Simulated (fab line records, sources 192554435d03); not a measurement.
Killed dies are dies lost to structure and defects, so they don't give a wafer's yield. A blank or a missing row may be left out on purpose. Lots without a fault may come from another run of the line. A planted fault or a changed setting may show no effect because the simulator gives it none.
fab line records | flow n5_finfet
record lots=7 wafers=39
route steps=1938 shown FIN_SAQP@125 DUMMY_GATE@243 HKMG_FIN@403
start_h: hours from the record's first day to the start of the lot's first wafer shown | wait_h: hours since the lot's step before | " the same as in the row above | L1.1+2: a row that stands for several wafers | - no value, or no start given | * or withheld: withheld | < > ~ a bound
route shown NAME@n: a module of which the file shows steps, and the number in the route of the first | usual: mean/standard deviation of fault-free wafers | same: alike in all rows | chamber/n: place in a boat | sites: the reading at each site | _std_site: their standard deviation | _edge_site: outer sites' mean less inner sites' | radius_mm: how far each site lies from the wafer's centre | mask NAME#n: copy n | behind: the tool/chamber that last shaped the wafer | hold: why the lot was held/for how many hours/how that ended | device: the transistor (n, p or np) that didn't switch | end of line: the same wafers' tests at the end of the route | a step without rows: its recipe alone | killed: dies lost to structure and defects at the first sort, not the wafer's yield | map: a wafer's dies, x killed, . not, _ none there
set.NAME: the setting as run; set.NAME@STEP: as run at that earlier step | model.NAME: the simulator's own value behind a step, which no gauge read
lots whose settings were changed on purpose; a table a step, a row a wafer
## steps
# step N5_FIN_SAQP_SPACER1_ALD_24
# recipe material=SiO2 target_thk_a=203 temp_c=300 ald_precursor_family=BDEAS ald_co_reactant=O2-plasma pulse_time_s=1 purge_time_s=2 co_reactant_purge_time_s=2 ald_cycles=218 pressure_torr=2
# columns lot.wafer tool chamber start_h wait_h set.ald_cycles model.SiO2_of_FIN_SAQP_SPACER1_ALD_24.thk_nm
L082.1 ald_sin-04 1 71.61 0.3 232 21.4
L082.2+6 " 2,3 " " 232 21.6
L082.3 " 3 " " 218 20.4
L082.4+5 " 2,1 " " 218 20.2
L087.1+4 ald_sin-02 2,3 101.70 0.3 218 20.2
L087.2+3+6 " 0,1,0 " " 218 20.4
L087.5 " 1 " " 218 20.6
L088.1+4+5 ald_sin-04 2,0,3 106.98 0.3 218 20.2
L088.2+3+6 " 1,3,0 " " 196 18.2
L089.1 ald_sin-04 2 113.02 0.3 218 20
L089.2+4 " 3,0 " " 218 20.2
L089.3+5 " 1,3 " " 242 22.4
L089.6 " 2 " " 242 22.6
L091.1 ald_sin-02 1 125.29 0.3 218 20.4
L091.2 " 3 " " 218 20.2
L091.3 " 0 " " 218 20.6
L091.4+6 " 2,3 " " 197 18.2
L091.5 " 2 " " 197 18.4
L092.1+2+3 ald_sin-04 3,2,1 131.35 0.3 218 20.2
L093.1+3 ald_sin-04 0,3 137.56 0.3 218 20.4
L093.2+4+5+6 " 2,1,1,0 " " 218 20.2
# step N5_FIN_SAQP_SPACER1_ETCHBACK_25
# recipe chemistry=CHF3/O2 mode=anisotropic_etchback target=SiO2 target_depth_a=244 time_s=12.2 pressure_mtorr=30 source_w=650 bias_w=170 Ar_flow_sccm=200 CHF3_flow_sccm=50 O2_flow_sccm=5 ion_energy_ev=200
# step N5_FIN_SAQP_MANDREL1_REMOVE_56
# recipe chemistry=HBr/Cl2/O2 bt_time_s=10 target=a-Si stop_on=SiNx endpoint=OES-SiCl over_etch_frac=1 icp_w=600 bias_w=22 HBr_flow_sccm=150 Cl2_flow_sccm=80 O2_flow_sccm=5 pressure_mtorr=10
# columns lot.wafer tool chamber start_h wait_h set.ald_cycles@FIN_SAQP_SPACER1_ALD_24 model.FIN_SAQP.cd_nm
L082.1+2+6 rie_si-06 2,3,2 72.41 0.1 232 21.6
L082.3 " 1 " " 218 20.2
L082.4 " 0 " " 218 20.4
L082.5 " 3 " " 218 20
L087.1+4 rie_si-01 2,3 102.60 0.1 218 20.2
L087.2+3+5+6 " 1,0,0,3 " " 218 20.4
L088.1+4+5 rie_si-06 3,0,1 107.79 0.1 218 20.2
L088.2 " 1 " " 196 18
L088.3+6 " 0,3 " " 196 18.2
L089.1 rie_si-02 2 113.83 0.1 218 20
L089.2+4 " 1,0 " " 218 20.4
L089.3 " 3 " " 242 22.4
L089.5+6 " 3,2 " " 242 22.6
L091.1 rie_si-06 2 126.09 0.1 218 20.4
L091.2 " 0 " " 218 20.2
L091.3 " 3 " " 218 20.6
L091.4 " 1 " " 197 18.2
L091.5 " 0 " " 197 18.4
L091.6 " 1 " " 197 18
L092.1+2 rie_si-06 0,2 132.20 0.1 218 20.2
L092.3 " 1 " " 218 20
L093.1+2+3 rie_si-02 1,0,2 138.41 0.1 218 20.4
L093.4+5+6 " 3,0,1 " " 218 20.2
# step N5_FIN_SAQP_CD_MEAS_27
# recipe target_cd_nm=20 landing_energy_ev=1000 detector=se_inlens polarity=line
# usual cd_nm=20.28/0.24
# columns lot.wafer tool chamber start_h wait_h set.ald_cycles@FIN_SAQP_SPACER1_ALD_24 cd_nm
L082.1 cd_sem-02 0 72.52 0.1 232 21.54
L082.2 " 0 " " 232 21.56
L082.3 " 0 " " 218 20.47
L082.4 " 0 " " 218 20.43
L082.5 " 0 " " 218 19.71
L082.6 " 0 " " 232 21.73
L087.1 cd_sem-03 0 102.71 0.1 218 20.14
L087.2 " 0 " " 218 20.30
L087.3 " 0 " " 218 20.26
L087.4 " 0 " " 218 20.38
L087.5 " 0 " " 218 20.36
L087.6 " 0 " " 218 20.58
L088.1 cd_sem-01 0 107.90 0.1 218 19.97
L088.2 " 0 " " 196 18.15
L088.3 " 0 " " 196 18.17
L088.4 " 0 " " 218 20.11
L088.5 " 0 " " 218 19.65
L088.6 " 0 " " 196 18.39
L089.1 cd_sem-01 0 113.94 0.1 218 20.05
L089.2 " 0 " " 218 20.38
L089.3 " 0 " " 242 22.44
L089.4 " 0 " " 218 20.37
L089.5 " 0 " " 242 22.25
L089.6 " 0 " " 242 22.89
L091.1 cd_sem-01 0 126.20 0.1 218 20.65
L091.2 " 0 " " 218 20.37
L091.3 " 0 " " 218 20.46
L091.4 " 0 " " 197 17.98
L091.5 " 0 " " 197 18.26
L091.6 " 0 " " 197 17.97
L092.1 cd_sem-02 0 132.31 0.1 218 20.37
L092.2 " 0 " " 218 20.10
L092.3 " 0 " " 218 19.94
L093.1 cd_sem-03 0 138.52 0.1 218 20.68
L093.2 " 0 " " 218 20.30
L093.3 " 0 " " 218 20.56
L093.4 " 0 " " 218 20.08
L093.5 " 0 " " 218 20.46
L093.6 " 0 " " 218 20.43
# step N5_DUMMY_GATE_ETCH_31
# recipe chemistry=C4F6/O2 target=SiO2 mask_material=SOC target_depth_a=825 time_s=27.5 ion_energy_ev=250 pressure_mtorr=30 source_w=345 bias_w=185 Ar_flow_sccm=300 C4F6_flow_sccm=10 O2_flow_sccm=10
# columns lot.wafer tool chamber start_h wait_h set.target_depth_a model.etch.depth_nm
L082.1 rie_diel-02 3 94.35 0.2 795.1 79.64
L082.2 " 1 " " 795.1 78.88
L082.3 " 2 " " 795.1 79.87
L082.4 " 0 " " 825 84.05
L082.5 " 0 " " 825 83.63
L082.6 " 3 " " 825 82.74
L087.1 rie_diel-01 0 125.27 0.1 862.1 85.27
L087.2 " 3 " " 825 86.06
L087.3+6 " 2 " " 862.1 84.5
L087.4 " 1 " " 825 79.76
L087.5 " 1 " " 825 80.54
L088.1 rie_diel-02 3 130.45 0.0 754.3 74.16
L088.2 " 0 " " 825 84.32
L088.3 " 2 " " 754.3 74.74
L088.4 " 1 " " 754.3 74.39
L088.5 " 2 " " 825 81.67
L088.6 " 3 " " 825 81.72
L089.1 rie_diel-06 3 136.34 0.0 825 81.38
L089.2 " 2 " " 882 89.14
L089.3 " 1 " " 825 79.99
L089.4 " 0 " " 825 82.73
L089.5 " 2 " " 882 88.98
L089.6 " 1 " " 882 86.34
L091.1 rie_diel-01 2 148.47 0.4 825 79.96
L091.2 " 0 " " 747.9 72.67
L091.3 " 1 " " 825 78.43
L091.4 " 3 " " 747.9 76.31
L091.5 " 0 " " 825 80.1
L091.6 " 1 " " 747.9 71.62
L092.1 rie_diel-06 1 155.30 0.0 825 79.74
L092.2 " 0 " " 825 82.86
L092.3 " 3 " " 825 81.07
L093.1 rie_diel-06 2 160.77 0.0 825 83.28
L093.2 " 3 " " 775.4 76.16
L093.3 " 0 " " 825 83
L093.4 " 1 " " 825 80.32
L093.5 " 2 " " 775.4 79.23
L093.6 " 1 " " 775.4 75.43
# step N5_DUMMY_GATE_ETCH_32
# recipe chemistry=CF4 target=SiO2 target_depth_a=35 time_s=3.9 ion_energy_ev=350 pressure_mtorr=10 icp_w=800 bias_w=400 cf4_flow_sccm=80
# columns lot.wafer tool chamber start_h wait_h set.time_s model.etch.depth_nm
L082.1 rie_si-03 2 94.60 0.1 4.567 3.999
L082.2 " 1 " " 4.567 4.082
L082.3 " 3 " " 3.9 3.455
L082.4 " 3 " " 3.9 3.454
L082.5 " 2 " " 4.567 4.017
L082.6 " 1 " " 3.9 3.502
L087.1 rie_si-03 3 125.52 0.1 3.092 2.783
L087.2 " 1 " " 3.092 2.785
L087.3 " 0 " " 3.9 3.207
L087.4 " 2 " " 3.9 3.445
L087.5 " 2 " " 3.092 2.713
L087.6 " 3 " " 3.9 3.465
L088.1 rie_si-04 0 130.69 0.1 3.316 2.911
L088.2 " 2 " " 3.316 2.898
L088.3 " 3 " " 3.9 3.47
L088.4 " 1 " " 3.316 3.139
L088.5 " 1 " " 3.9 3.711
L088.6 " 2 " " 3.9 3.406
L089.1 rie_si-03 3 136.59 0.1 3.9 3.493
L089.2 " 2 " " 3.464 3.105
L089.3 " 1 " " 3.464 3.124
L089.4 " 0 " " 3.9 3.226
L089.5 " 3 " " 3.464 3.137
L089.6 " 2 " " 3.9 3.456
L091.1 rie_si-05 3 148.71 0.1 4.324 3.776
L091.2 " 1 " " 4.324 3.767
L091.3 " 0 " " 3.9 3.615
L091.4 " 2 " " 4.324 3.803
L091.5 " 1 " " 3.9 3.359
L091.6 " 2 " " 3.9 3.45
L092.1 rie_si-03 1 155.55 0.1 3.9 3.518
L092.2 " 0 " " 3.9 3.229
L092.3 " 2 " " 3.9 3.454
L093.1 rie_si-05 1 161.01 0.1 3.006 2.615
L093.2 " 0 " " 3.006 2.794
L093.3 " 2 " " 3.006 2.669
L093.4 " 3 " " 3.9 3.463
L093.5 " 1 " " 3.9 3.433
L093.6 " 2 " " 3.9 3.437
# step N5_HKMG_FIN_ETCH_55
# recipe chemistry=N2/H2 target=SOC target_depth_a=2400 temp_c=40 time_s=300 ion_energy_ev=200 mask_material=SiARC pressure_mtorr=30 source_w=840 bias_w=150 n2_flow_sccm=200 h2_flow_sccm=200
# usual rf_vpp_V=524.0/2.7
# columns lot.wafer tool chamber start_h wait_h set.bias_w rf_vpp_V
L082.1 rie_diel-05 0 118.78 0.0 150 526.9
L082.2 " 1 " " 166.9 562.7
L082.3 " 3 " " 150 520.7
L082.4 " 1 " " 166.9 563.2
L082.5 " 0 " " 166.9 562.9
L082.6 " 3 " " 150 520.3
L087.1 rie_diel-03 2 149.50 0.0 150 525.5
L087.2 " 0 " " 150 523.6
L087.3 " 3 " " 150 525.0
L087.4 " 1 " " 150 525.5
L087.5 " 0 " " 150 523.7
L087.6 " 3 " " 150 524.0
L088.1 rie_diel-03 0 154.92 0.0 150 523.5
L088.2 " 1 " " 150 525.6
L088.3 " 3 " " 150 522.5
L088.4 " 2 " " 150 526.2
L088.5 " 2 " " 150 526.0
L088.6 " 1 " " 150 523.9
L089.1 rie_diel-05 3 162.42 0.0 150 519.7
L089.2 " 0 " " 135.7 495.1
L089.3 " 2 " " 135.7 492.5
L089.4 " 1 " " 135.7 495.5
L089.5 " 2 " " 150 524.6
L089.6 " 1 " " 150 528.2
L091.1 rie_diel-04 0 173.22 0.0 150 520.9
L091.2 " 2 " " 150 527.0
L091.3 " 3 " " 150 528.5
L091.4 " 3 " " 150 528.8
L091.5 " 0 " " 150 520.6
L091.6 " 2 " " 150 525.2
L092.1 rie_diel-04 0 183.38 0.0 150 519.3
L092.2 " 3 " " 150 528.0
L092.3 " 2 " " 150 524.7
L093.1 rie_diel-05 0 186.00 0.0 172.5 575.5
L093.2 " 2 " " 172.5 573.5
L093.3 " 3 " " 150 521.0
L093.4 " 1 " " 150 526.7
L093.5 " 0 " " 172.5 575.0
L093.6 " 3 " " 150 519.7
## key
split step=N5_FIN_SAQP_SPACER1_ALD_24 setting=ald_cycles stated=218 by=wafer
response step=N5_FIN_SAQP_SPACER1_ALD_24 reading=model.SiO2_of_FIN_SAQP_SPACER1_ALD_24.thk_nm change=+0.209 per=1% r=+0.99
response step=N5_FIN_SAQP_MANDREL1_REMOVE_56 reading=model.FIN_SAQP.cd_nm change=+0.213 per=1% r=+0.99
response step=N5_FIN_SAQP_CD_MEAS_27 reading=cd_nm change=+0.208 per=1% r=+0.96
split step=N5_DUMMY_GATE_ETCH_31 setting=target_depth_a stated=825 by=wafer
response step=N5_DUMMY_GATE_ETCH_31 reading=model.etch.depth_nm change=+0.829 per=1% r=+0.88
split step=N5_DUMMY_GATE_ETCH_32 setting=time_s stated=3.9 by=wafer
response step=N5_DUMMY_GATE_ETCH_32 reading=model.etch.depth_nm change=+0.0315 per=1% r=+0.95
split step=N5_HKMG_FIN_ETCH_55 setting=bias_w stated=150 by=wafer
response step=N5_HKMG_FIN_ETCH_55 reading=rf_vpp_V change=+3.44 per=1% r=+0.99
